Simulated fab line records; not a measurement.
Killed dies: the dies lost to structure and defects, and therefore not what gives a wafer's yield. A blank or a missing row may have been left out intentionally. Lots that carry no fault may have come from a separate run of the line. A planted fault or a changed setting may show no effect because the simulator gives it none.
Comparing a struck lot with a sound one -- flow nand harc -- 15 out of 1159 route steps
Sound: these wafers, L245.1, L245.4, L245.6. Struck: wafers L257.5, L257.6 (left out: L257.2, a lot-mate that was not struck); the cause follows at the end.
Order at every step that has rows: each side's tool, ch and its chambers, its first start. Under that, the readings that differ: sound wafers -- struck wafers -- difference of the means -- sigmas: that difference in standard deviations of wafers without a fault.
alike: readings whose means differ by less than 2 such deviations, and words and numbers that are the same on both sides. not compared: withheld readings, readings that some wafer has no value for, bounds like >300 that may hide the same value, and numbers for which the record gives no deviation and whose values overlap.
A row with sigmas, a row that says differs or no value, or rows on one side alone: a step with any of these is where the two part. Non-overlapping numbers with no deviation appear without sigmas and do not part them. Lack of a reading on every wafer of one side parts them only where that side has two or more wafers.

first, 5 steps without rows for these wafers: NHARC_A_CONTACT_SOFTBAKE_37 (time 55 s); NHARC_A_CONTACT_EBR_38; NHARC_A_CONTACT_EXPOSE_39 (exposes mask A CC 3); NHARC_A_CONTACT_PEB_40 (peb time 65 s); NHARC_A_CONTACT_DEVELOP_41 (develop time 35 s).
NHARC_A_CONTACT_CD_MEAS_42 targets a cd of 200 nm.
  sound on cd sem-02 ch 0, day 17 18:33; struck on cd sem-01 ch 0, day 20 18:31
  alike: cd nm
NHARC_A_CONTACT_OVL_MEAS_43:
  struck on overlay-02, day 20 18:36; sound on overlay-01, day 17 18:38
  alike: overlay x nm, overlay y nm
NHARC_A_CONTACT_INSPECT_44:
  struck on defect inspect-01, day 20 18:38; sound on defect inspect-01, day 17 18:41
reading,sound,struck,difference,sigmas
raw defect count,15 16 18,51 56,+37,+3
NHARC_A_CONTACT_DESCUM_47: chemistry O2, time 3 s.
  sound on rie diel-01 ch 0,1,3, day 17 18:45; struck on rie diel-01 ch 0,1, day 20 18:44
  alike: drypump motor current A, oes product au, rf vpp V, showerhead plenum p Torr, throttle valve pct
  not compared: rf hours counter h
NHARC_A_CONTACT_ETCH_48: etches the open film in CF4, target depth 39 nm, time 65 s.
  sound on rie diel-01 ch 1,2,3, day 17 18:49; struck on rie diel-01 ch 0,3, day 20 18:48
  alike: drypump motor current A, oes product au, rf vpp V, showerhead plenum p Torr, throttle valve pct
  not compared: rf hours counter h
NHARC_A_CONTACT_ETCH_49: etches the open film in N2/H2, target depth 260 nm, time 475.3 s.
  sound: rie diel-01 ch 1,3; struck: rie diel-01 ch 0,1
  alike: drypump motor current A, oes product au, rf vpp V, showerhead plenum p Torr, throttle valve pct
  not compared: rf hours counter h
NHARC_A_CONTACT_ETCH_50: etches the open film in CF4/CHF3, target depth 84.7 nm, time 42.4 s.
  sound: rie diel-01 ch 0,1,3; struck: rie diel-01 ch 1,2
  alike: drypump motor current A, oes product au, rf vpp V, showerhead plenum p Torr, throttle valve pct
  not compared: rf hours counter h
NHARC_A_CONTACT_ETCH_51: etches the open film in O2/COS, target depth 3600 nm, time 936 s.
  sound on rie diel-01 ch 0,2, day 17 19:20; struck on rie diel-01 ch 0,3, day 20 19:22
reading,sound,struck,difference,sigmas
oes product au (a.u.),1.012 1.008 1.011,0.820 0.828,-0.186,-20
  alike: drypump motor current A, rf vpp V, showerhead plenum p Torr, throttle valve pct
  not compared: rf hours counter h
NHARC_A_CONTACT_ETCH_111: etches the open film in C4F8/O2/Ar, time 140 s, target depth 700 nm.
  sound on har cap etch-03 ch 0,1, day 17 20:01; struck on har cap etch-02 ch 0,1, day 20 19:58
  not compared: rf hours counter h
-- record jumps: 3 days between struck wafers' starts before vs after; left off in module A_CONTACT, resumes in module END, first step shown is number 1159 of the route --
NHARC_END_SORT_01:
  only the struck wafers appear in the record here, on prober-01 ch 0 at day 24 00:32; the sound ones have no rows

WHERE THEY PART
First at NHARC_A_CONTACT_INSPECT_44; last, within this record, at NHARC_END_SORT_01.

WHY: what had been put in by the simulator
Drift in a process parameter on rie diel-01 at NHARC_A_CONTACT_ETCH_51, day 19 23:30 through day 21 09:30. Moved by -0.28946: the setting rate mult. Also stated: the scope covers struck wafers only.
